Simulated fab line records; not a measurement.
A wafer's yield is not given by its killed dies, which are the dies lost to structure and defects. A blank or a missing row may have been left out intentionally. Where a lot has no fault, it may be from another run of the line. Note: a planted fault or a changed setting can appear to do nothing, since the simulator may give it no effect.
Which tool was responsible? / flow nandHarc / 8 lots with 24 wafers sampled at 5 steps, on a route of 1159 steps

WHAT THE GAUGES READ, wafer by wafer
NHARC_A_M0_CD_MEAS_09: the cd target is 80 nm.
lot=L328; measured=day 17 16:03; on=cdSem-02; cdNm (nm)=79.7 79.3 79.0
lot=L326; measured=day 18 02:20; on=cdSem-02; cdNm (nm)=80.1 79.8 79.3
lot=L334; measured=day 19 18:02; on=cdSem-03; cdNm (nm)=80.2 79.4 79.9
lot=L337; measured=day 20 22:56; on=cdSem-01; cdNm (nm)=97.9 98.6 97.9 98.5 98.8 97.8
lot=L340; measured=day 21 22:38; on=cdSem-02; cdNm (nm)=94.4 93.7 93.9 94.4 94.0 93.6
lot=L344; measured=day 22 03:13; on=cdSem-01; cdNm (nm)=79.8 79.9 79.3
lot=L345; measured=day 22 16:47; on=cdSem-01; cdNm (nm)=80.1 79.3 79.4
lot=L348; measured=day 23 16:06; on=cdSem-03; cdNm (nm)=80.5 80.1 80.1

TOOL THAT RAN EACH LOT (tool first, then ch and the chambers of the sampled wafers, then the start)
lot=L328; NHARC_A_CONTACT_STRIP_26=rieDiel-04 ch 1,3, day 17 11:11 or earlier; NHARC_A_CONTACT_CMP_20=cmp-01 ch 0,1, day 17 11:11; NHARC_A_BLC_DEGAS_30=pvdSputter-03, day 17 13:53; NHARC_A_M0_EXPOSE_06=arfiScanner-01 ch 0, day 17 15:55
lot=L326; NHARC_A_CONTACT_STRIP_26=rieDiel-01 ch 0,1,2, day 17 18:54 or earlier; NHARC_A_CONTACT_CMP_20=cmp-03 ch 0,1,3, day 17 18:54; NHARC_A_BLC_DEGAS_30=pvdSputter-03, day 17 21:35; NHARC_A_M0_EXPOSE_06=arfiScanner-03 ch 0, day 18 02:12
lot=L334; NHARC_A_CONTACT_STRIP_26=rieDiel-03 ch 1,3, day 19 10:39 or earlier; NHARC_A_CONTACT_CMP_20=cmp-04 ch 0,3, day 19 10:39; NHARC_A_BLC_DEGAS_30=pvdSputter-01, day 19 13:20; NHARC_A_M0_EXPOSE_06=arfiScanner-01 ch 0, day 19 17:53
lot=L337; NHARC_A_CONTACT_STRIP_26=rieDiel-03 ch 0,2,3, day 20 16:01 or earlier; NHARC_A_CONTACT_CMP_20=cmp-03 ch 2,3, day 20 16:01; NHARC_A_BLC_DEGAS_30=pvdSputter-02, day 20 18:40; NHARC_A_M0_EXPOSE_06=arfiScanner-03 ch 0, day 20 22:48
lot=L340; NHARC_A_CONTACT_STRIP_26=rieDiel-01 ch 0,1,3, day 21 14:17 or earlier; NHARC_A_CONTACT_CMP_20=cmp-01 ch 0,1,3, day 21 14:17; NHARC_A_BLC_DEGAS_30=pvdSputter-01, day 21 17:07; NHARC_A_M0_EXPOSE_06=arfiScanner-03 ch 0, day 21 22:29
lot=L344; NHARC_A_CONTACT_STRIP_26=rieDiel-03 ch 1,3, day 21 20:50 or earlier; NHARC_A_CONTACT_CMP_20=cmp-01 ch 1,2,3, day 21 20:50; NHARC_A_BLC_DEGAS_30=pvdSputter-02, day 21 23:41; NHARC_A_M0_EXPOSE_06=arfiScanner-01 ch 0, day 22 03:04
lot=L345; NHARC_A_CONTACT_STRIP_26=rieDiel-01 ch 0,1,2, day 22 09:33 or earlier; NHARC_A_CONTACT_CMP_20=cmp-03 ch 1,2,3, day 22 09:33; NHARC_A_BLC_DEGAS_30=pvdSputter-03, day 22 12:13; NHARC_A_M0_EXPOSE_06=arfiScanner-02 ch 0, day 22 16:39
lot=L348; NHARC_A_CONTACT_STRIP_26=rieDiel-01 ch 0,1,3, day 23 11:05 or earlier; NHARC_A_CONTACT_CMP_20=cmp-01 ch 2,3, day 23 11:05; NHARC_A_BLC_DEGAS_30=pvdSputter-02, day 23 13:45; NHARC_A_M0_EXPOSE_06=arfiScanner-02 ch 0, day 23 15:58
- NHARC_A_CONTACT_STRIP_26: strips in O2.
- NHARC_A_CONTACT_CMP_20: polishes, t overpolish 30 s, target thk 300 nm.
- NHARC_A_BLC_DEGAS_30: time 60 s.
- NHARC_A_M0_EXPOSE_06: exposes mask A M0, target cd 80 nm.

THE ANSWER, worked out from the rows above alone
Rule: what is usual is taken from the lots themselves. The widest of any qualifying gaps counts: lots, ordered by their means at a reading, are off when they make up no more than a third of the lots, leave a main group of 4 or more, and stand apart from it by 3 or more times the standard deviation of that group's means. Not used: any main group whose means are identical at the precision the tables above print for the reading. A lot without any number at a reading at which 4 lots or more have one is off too. All remaining lots with rows at the step are treated as sound.
Off: L337, L340, at NHARC_A_M0_CD_MEAS_09 (cdNm). For the main group the mean is 79.7 nm and the standard deviation 0.27.
A tool fits if, at a process step before that reading, it ran every lot that is off, and no sound lot after the first of them. Those tools and the gauges at NHARC_A_M0_CD_MEAS_09 are tried in the same way. With no start given for some of its lots, NHARC_A_CONTACT_STRIP_26 uses the hours and lot order of NHARC_A_CONTACT_CMP_20. One fits: NHARC_A_M0_EXPOSE_06 on arfiScanner-03. A fault onset in the window from L326 (day 18 02:12, its last sound lot) to L337 (day 20 22:48, its first lot off) fits.

WHAT THE SIMULATOR HAD INSERTED
Drift in process parameters on arfiScanner-03 at NHARC_A_M0_EXPOSE_06, starting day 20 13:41. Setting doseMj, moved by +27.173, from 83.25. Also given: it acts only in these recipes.
Struck lots among those shown: L337, L340. The same result came from the rule above.
